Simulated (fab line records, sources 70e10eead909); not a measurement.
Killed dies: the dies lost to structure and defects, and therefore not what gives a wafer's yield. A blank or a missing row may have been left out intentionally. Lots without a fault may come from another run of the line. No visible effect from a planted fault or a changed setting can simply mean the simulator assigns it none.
fab line records    flow nand_harc
record: lots: 14  wafers: 42  last_day: 33
route steps=1302 shown A_CONTACT@1020
lots with no fault: from the same line, run without faults
start_h: the number of hours between the record's first day and the start of the first shown wafer of the lot    wait_h: time in hours since the lot's previous step    " repeats the value in the row above    L1.1+2: a single row standing in for several wafers    - no value present, or no start provided    * or withheld: withheld    < > ~ a bound
route shown NAME@n: names a module that has steps shown in the file, with the first one's number in the route    usual: the fault-free wafers' mean and standard deviation    same: alike in all rows    chamber/n: place in a boat    sites: the reading at each site    _std_site: how widely they spread, as a standard deviation    _edge_site: the outer-site mean with the inner-site mean subtracted    radius_mm: how far each site lies from the wafer's centre    mask NAME#n: copy n    behind: the most recent tool/chamber to have shaped the wafer    hold: what put the lot on hold/how long, in hours/how the hold closed    device: whichever transistor did not switch (one of n, p or np)    end of line: the same wafers' tests at the end of the route    a step without rows: its recipe alone    killed: dies that structure and defects cost at the first sort, which is not the same as the wafer's yield    map: per-die view of a wafer (x killed, . not killed, _ where there is no die)
set.NAME: the run value of the setting; set.NAME@STEP: its run value at that earlier step    model.NAME: the simulator's own value behind a step, which no gauge read
a sample of lots followed through the steps of the route, with each step as a table and each wafer as a row
services: a tool's chamber out of use, with start hour (start_h, from the record's first day; less than 0 if before it), hours out, and reason
== steps ==
step: NHARC_A_CONTACT_CD_MEAS_53
usual: cd_nm: 289.5/0.86
lot.wafer  tool       chamber  start_h  wait_h  cd_nm
L103.2     cd_sem-01  -        509.92   -       289.3
L103.5     "          -        "        "       288.8
L103.6     "          -        "        "       288.8
L102.2     cd_sem-01  -        519.16   -       289.7
L102.5     "          -        "        "       289.1
L102.6     "          -        "        "       290.2
L104.2     cd_sem-01  -        534.01   -       289.3
L104.4     "          -        "        "       289.2
L104.6     "          -        "        "       288.2
L107.1     cd_sem-03  -        554.56   -       289.2
L107.3     "          -        "        "       289.0
L107.5     "          -        "        "       288.4
L108.2     cd_sem-02  -        556.01   -       288.2
L108.3     "          -        "        "       289.3
L108.5     "          -        "        "       289.8
L113.1     cd_sem-01  -        616.00   -       288.6
L113.3     "          -        "        "       289.5
L113.4     "          -        "        "       288.6
L112.1     cd_sem-02  -        616.71   -       289.9
L112.2     "          -        "        "       288.7
L112.4     "          -        "        "       290.3
L116.1     cd_sem-01  -        646.39   -       289.8
L116.3     "          -        "        "       288.6
L116.6     "          -        "        "       288.9
L119.4     cd_sem-01  -        691.52   -       290.5
L119.5     "          -        "        "       290.6
L119.6     "          -        "        "       289.5
L120.2     cd_sem-01  -        695.54   -       289.3
L120.3     "          -        "        "       289.1
L120.6     "          -        "        "       289.6
L121.1     cd_sem-01  -        697.04   -       289.6
L121.3     "          -        "        "       289.1
L121.4     "          -        "        "       288.7
L122.3     cd_sem-01  -        706.79   -       289.4
L122.5     "          -        "        "       288.5
L122.6     "          -        "        "       289.3
L123.2     cd_sem-03  -        707.63   -       290.6
L123.3     "          -        "        "       291.5
L123.4     "          -        "        "       291.0
L124.1     cd_sem-01  -        721.92   -       289.5
L124.2     "          -        "        "       289.3
L124.5     "          -        "        "       290.0
step: NHARC_A_CONTACT_PEB_67
recipe: peb_temp_c: 100  peb_time_s: 65
usual: chill_plate_temp_C: 23.01/0.11  exhaust_pa: 44.9/0.97  plate_temp_C: 99.96/0.13
lot.wafer  tool            chamber  start_h  wait_h  chill_plate_temp_C  exhaust_pa  plate_temp_C
L103.2     litho_track-01  0        515.07   0.1     23.09               45.4        99.95
L103.5     "               0        "        "       23.09               45.9        99.82
L103.6     "               0        "        "       23.07               46.0        99.97
L102.2     litho_track-01  0        523.99   0.1     22.84               44.6        99.98
L102.5     "               0        "        "       22.97               44.6        99.85
L102.6     "               0        "        "       22.85               45.1        99.92
L104.2     litho_track-06  0        539.57   0.1     23.08               44.9        99.88
L104.4     "               0        "        "       23.06               44.1        99.94
L104.6     "               0        "        "       23.22               45.7        99.98
L107.1     litho_track-06  0        562.28   0.1     22.92               45.8        100.20
L107.3     "               0        "        "       22.90               45.5        99.90
L107.5     "               0        "        "       22.79               45.0        99.94
L108.2     litho_track-01  0        566.52   0.1     22.94               46.1        100.11
L108.3     "               0        "        "       22.92               45.2        100.13
L108.5     "               0        "        "       23.00               45.8        99.88
L113.1     litho_track-06  -        621.52   0.1     -                   -           -
L113.3     "               -        "        "       -                   -           -
L113.4     "               -        "        "       -                   -           -
L112.1     litho_track-06  -        624.05   0.1     -                   -           -
L112.2     "               -        "        "       -                   -           -
L112.4     "               -        "        "       -                   -           -
L116.1     litho_track-04  0        651.10   0.1     22.97               43.9        99.94
L116.3     "               0        "        "       22.97               44.3        100.14
L116.6     "               0        "        "       22.95               45.2        99.89
L119.4     litho_track-06  0        696.97   0.0     23.05               44.9        99.96
L119.5     "               0        "        "       23.05               43.0        99.83
L119.6     "               0        "        "       23.21               44.2        99.76
L120.2     litho_track-06  0        702.13   0.1     23.04               45.9        99.70
L120.3     "               0        "        "       23.24               46.7        99.95
L120.6     "               0        "        "       23.12               45.9        99.97
L121.1     litho_track-04  0        705.19   0.1     23.00               44.8        99.91
L121.3     "               0        "        "       23.11               44.2        99.99
L121.4     "               0        "        "       23.10               44.1        99.98
L122.3     litho_track-04  0        714.66   0.0     22.96               44.2        100.15
L122.5     "               0        "        "       23.00               46.2        100.09
L122.6     "               0        "        "       22.85               45.2        100.07
L123.2     litho_track-06  0        715.44   0.1     23.05               46.2        99.82
L123.3     "               0        "        "       23.14               45.3        100.06
L123.4     "               0        "        "       22.99               44.6        100.03
L124.1     litho_track-01  0        726.77   0.1     22.96               43.6        100.04
L124.2     "               0        "        "       23.02               44.2        100.06
L124.5     "               0        "        "       22.92               46.4        100.05
step: NHARC_A_CONTACT_ETCH_75
recipe: target_depth_a: 390  over_etch_frac: 0.3  time_s: 65  ion_energy_ev: 80  cf4_flow_sccm: 150  ar_flow_sccm: 0  rf_w: 300  bias_w: 100  chemistry: CF4
usual: drypump_motor_current_A: 5.6/0.39  oes_product_au: 0.998/0.014  rf_vpp_V: 151.7/1.2  showerhead_plenum_p_Torr: 1.79/0.078  throttle_valve_pct: 13.284/0.0095
lot.wafer  tool         chamber  start_h  wait_h  drypump_motor_current_A  oes_product_au  rf_hours_counter_h  rf_vpp_V  showerhead_plenum_p_Torr  throttle_valve_pct
L103.2     rie_diel-03  0        515.43   0.1     5.2                      0.964           13                  153.1     1.90                      13.289
L103.6     "            2        "        "       5.4                      1.002           -                   152.7     1.78                      13.299
L103.5     "            3        "        "       5.7                      0.992           -                   150.6     1.74                      13.272
L102.2     rie_diel-04  3        524.35   0.1     4.8                      1.011           23                  149.7     1.70                      13.285
L102.6     "            2        "        "       5.6                      0.996           -                   151.6     1.84                      13.286
L102.5     "            3        "        "       4.8                      1.002           -                   151.9     1.70                      13.279
L104.4     rie_diel-02  1        539.95   0.1     5.6                      0.995           43                  152.5     1.90                      13.281
L104.2     "            3        "        "       5.2                      0.996           48                  152.8     1.77                      13.297
L104.6     "            2        "        "       5.9                      1.009           -                   151.7     1.82                      13.284
L107.1     rie_diel-04  0        562.63   0.1     6.1                      1.014           4                   151.5     1.68                      13.267
L107.3     "            1        "        "       6.2                      0.976           3                   151.2     1.84                      13.274
L107.5     "            2        "        "       5.6                      1.008           -                   153.1     1.84                      13.293
L108.2     rie_diel-03  2        566.97   0.1     5.4                      1.007           33                  151.5     1.78                      13.292
L108.3     "            3        "        "       5.6                      1.011           27                  149.5     1.74                      13.278
L108.5     "            2        "        "       5.4                      1.006           -                   151.9     1.78                      13.277
L113.3     rie_diel-04  3        621.88   0.1     4.8                      0.994           12                  152.5     1.69                      13.282
L113.1     "            0        "        "       6.1                      1.008           14                  150.3     1.67                      13.284
L113.4     "            1        "        "       6.1                      0.990           12                  151.9     1.84                      13.305
L112.1     rie_diel-04  0        624.40   0.1     6.1                      1.001           14                  150.3     1.67                      13.287
L112.2     "            2        "        "       5.6                      1.002           12                  151.5     1.84                      13.279
L112.4     "            3        "        "       4.8                      0.985           12                  150.4     1.69                      13.294
L116.1     rie_diel-04  2        651.46   0.1     5.6                      1.009           17                  152.4     1.83                      13.295
L116.3     "            3        "        "       4.8                      0.995           17                  150.7     1.69                      13.280
L116.6     "            2        "        "       5.6                      1.006           -                   153.0     1.83                      13.284
L119.4     rie_diel-03  1        697.33   0.1     5.8                      1.013           19                  152.3     1.86                      13.291
L119.6     "            2        "        "       5.4                      0.996           -                   151.7     1.77                      13.296
L119.5     "            3        "        "       5.6                      1.027           -                   150.7     1.73                      13.284
L120.3     rie_diel-02  0        702.56   0.1     5.8                      0.970           49                  151.2     1.89                      13.266
L120.2     "            1        "        "       5.6                      1.005           42                  154.0     1.88                      13.277
L120.6     "            0        "        "       5.8                      0.972           -                   152.8     1.89                      13.283
L121.3     rie_diel-04  0        705.54   0.1     6.1                      1.019           28                  149.6     1.67                      13.289
L121.1     "            1        "        "       6.1                      0.983           26                  151.2     1.84                      13.282
L121.4     "            3        "        "       4.8                      0.998           27                  149.7     1.69                      13.279
L122.3     rie_diel-02  0        715.02   0.1     5.8                      0.964           52                  153.6     1.89                      13.287
L122.6     "            1        "        "       5.6                      0.994           -                   150.9     1.88                      13.277
L122.5     "            2        "        "       5.9                      1.025           -                   152.2     1.80                      13.263
L123.2     rie_diel-03  0        715.80   0.1     5.2                      0.986           21                  153.0     1.89                      13.291
L123.3     "            2        "        "       5.4                      0.991           23                  152.7     1.77                      13.287
L123.4     "            3        "        "       5.7                      1.011           20                  149.1     1.73                      13.283
L124.1     rie_diel-02  3        727.12   0.1     5.2                      1.011           51                  151.3     1.75                      13.298
L124.2     "            2        "        "       5.9                      1.027           49                  151.8     1.80                      13.286
L124.5     "            0        "        "       5.8                      0.971           -                   153.5     1.89                      13.264
step: NHARC_A_CONTACT_ETCH_77
recipe: target_depth_a: 1089  time_s: 54.5  cf4_flow_sccm: 100  chf3_flow_sccm: 30  ar_flow_sccm: 0  rf_w: 500  bias_w: 200  chemistry: CF4/CHF3
usual: drypump_motor_current_A: 5.6/0.4  oes_product_au: 0.934/0.022  rf_vpp_V: 371.2/2.5  showerhead_plenum_p_Torr: 1.59/0.073  throttle_valve_pct: 16.803/0.0086
lot.wafer  tool         chamber  start_h  wait_h  drypump_motor_current_A  oes_product_au  rf_hours_counter_h  rf_vpp_V  showerhead_plenum_p_Torr  throttle_valve_pct
L103.2     rie_diel-03  3        -        -       5.6                      0.971           17                  370.3     1.55                      16.801
L103.6     "            0        "        "       5.2                      0.946           -                   374.8     1.70                      16.791
L103.5     "            1        "        "       5.8                      0.968           -                   374.4     1.68                      16.803
L102.2     rie_diel-04  0        -        -       6.1                      0.933           26                  368.6     1.49                      16.809
L102.5     "            0        "        "       6.1                      0.916           -                   368.1     1.49                      16.805
L102.6     "            1        "        "       6.2                      0.915           -                   372.6     1.64                      16.791
L104.4     rie_diel-02  0        -        -       5.8                      0.950           46                  368.3     1.46                      16.797
L104.2     "            2        "        "       5.8                      0.969           45                  372.3     1.62                      16.806
L104.6     "            0        "        "       5.8                      0.941           -                   366.8     1.46                      16.816
L107.3     rie_diel-04  0        -        -       6.1                      0.926           4                   368.0     1.49                      16.805
L107.1     "            2        "        "       5.6                      0.925           3                   372.6     1.64                      16.792
L107.5     "            1        "        "       6.2                      0.900           -                   372.2     1.64                      16.813
L108.3     rie_diel-03  0        -        -       5.2                      0.898           28                  375.8     1.69                      16.800
L108.2     "            1        "        "       5.8                      0.923           35                  373.8     1.67                      16.798
L108.5     "            3        "        "       5.7                      0.918           -                   369.1     1.55                      16.782
L113.3     rie_diel-04  3        -        -       4.8                      0.914           12                  368.5     1.51                      16.811
L113.4     "            1        "        "       6.1                      0.913           12                  371.9     1.64                      16.813
L113.1     "            2        "        "       5.6                      0.940           11                  373.6     1.63                      16.806
L112.2     rie_diel-04  1        -        -       6.1                      0.905           13                  373.2     1.64                      16.806
L112.4     "            2        "        "       5.6                      0.937           12                  372.9     1.63                      16.802
L112.1     "            3        "        "       4.8                      0.919           13                  367.3     1.51                      16.799
L116.1     rie_diel-04  3        -        -       4.8                      0.962           18                  367.9     1.50                      16.784
L116.3     "            0        "        "       6.1                      0.981           18                  369.3     1.49                      16.815
L116.6     "            3        "        "       4.8                      0.959           -                   369.4     1.50                      16.804
L119.4     rie_diel-03  3        -        -       5.6                      0.957           14                  368.3     1.54                      16.811
L119.5     "            2        "        "       5.3                      0.932           -                   370.8     1.57                      16.806
L119.6     "            3        "        "       5.6                      0.971           -                   370.3     1.54                      16.806
L120.3     rie_diel-02  1        -        -       5.6                      0.941           42                  374.3     1.67                      16.814
L120.2     "            2        "        "       5.9                      0.948           41                  372.7     1.60                      16.791
L120.6     "            0        "        "       5.8                      0.909           -                   374.9     1.69                      16.817
L121.1     rie_diel-04  3        -        -       4.8                      0.920           28                  368.9     1.50                      16.803
L121.3     "            0        "        "       6.1                      0.941           28                  369.0     1.48                      16.803
L121.4     "            1        "        "       6.2                      0.909           26                  371.0     1.63                      16.811
L122.3     rie_diel-02  2        -        -       5.9                      0.984           44                  372.1     1.60                      16.787
L122.6     "            3        "        "       5.2                      0.961           -                   369.7     1.56                      16.812
L122.5     "            0        "        "       5.8                      0.960           -                   374.0     1.69                      16.802
L123.4     rie_diel-03  3        -        -       5.6                      0.946           20                  368.5     1.54                      16.812
L123.3     "            0        "        "       5.2                      0.910           21                  374.1     1.68                      16.799
L123.2     "            1        "        "       5.8                      0.924           24                  372.8     1.66                      16.812
L124.1     rie_diel-02  2        -        -       5.9                      0.938           49                  372.6     1.60                      16.794
L124.2     "            3        "        "       5.2                      0.920           51                  370.6     1.56                      16.815
L124.5     "            0        "        "       5.8                      0.909           -                   373.4     1.69                      16.803
== services ==
tool            chamber  start_h  hours  kind
litho_track-01  -        505.00   7.0    pm
rie_diel-04     0        510.96   -      clean
rie_diel-04     1        510.96   -      clean
rie_diel-04     2        510.96   -      clean
rie_diel-04     3        510.96   -      clean
rie_diel-03     3        517.78   17.8   repair
litho_track-06  -        529.00   7.0    pm
rie_diel-04     -        531.90   9.0    pm
rie_diel-04     0        531.90   9.0    vent_cycle
rie_diel-04     1        531.90   9.0    vent_cycle
rie_diel-04     2        531.90   9.0    vent_cycle
rie_diel-04     3        531.90   9.0    vent_cycle
rie_diel-04     0        540.90   -      clean
rie_diel-04     0        540.90   -      consumable_replace:focus_ring
litho_track-04  -        553.00   7.0    pm
rie_diel-04     3        562.59   3.2    repair
rie_diel-02     -        570.78   9.0    pm
rie_diel-03     -        634.91   1.3    repair
rie_diel-03     -        636.26   9.0    pm
rie_diel-02     1        663.83   8.8    repair
litho_track-01  -        680.00   7.0    pm
litho_track-06  -        704.00   7.0    pm
rie_diel-02     1        722.51   4.1    repair
rie_diel-03     3        722.71   9.7    repair
== key ==
first_sign: step: NHARC_A_CONTACT_PEB_67  reading: tool_record  direction: missing
effect none on later readings
met_at NHARC_A_CONTACT_PEB_67
struck_lots L112,L113
later_rows_left_out L112.1,L112.2,L112.4,L113.1,L113.3,L113.4
sort_left_out L112.1,L112.2,L112.4,L113.1,L113.3,L113.4
tester_left_out L112,L113
not_acting_at NHARC_A_CONTACT_CD_MEAS_53,NHARC_A_CONTACT_ETCH_75,NHARC_A_CONTACT_ETCH_77
onset_between 562.28 621.52
fault: kind: skipped_step_whole  tool: litho_track-06  chamber: -  onset_h: 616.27  steps: NHARC_A_CONTACT_PEB_67  scope: struck_lots_only
tester_left_out: of these lots the tester's yield and bins aren't shown, on N5 and GAA mostly nor the transistor test; their killed dies are dies lost to structure and defects alone, not to doping, threshold or leakage, so they don't give the yield
sort_left_out: the simulated sort isn't trusted on such a fault, so these wafers' sort isn't shown, and their yield isn't known
later_rows_left_out: the simulator's readings of these wafers behind a module that went badly wrong aren't trusted and aren't shown, but for the sort
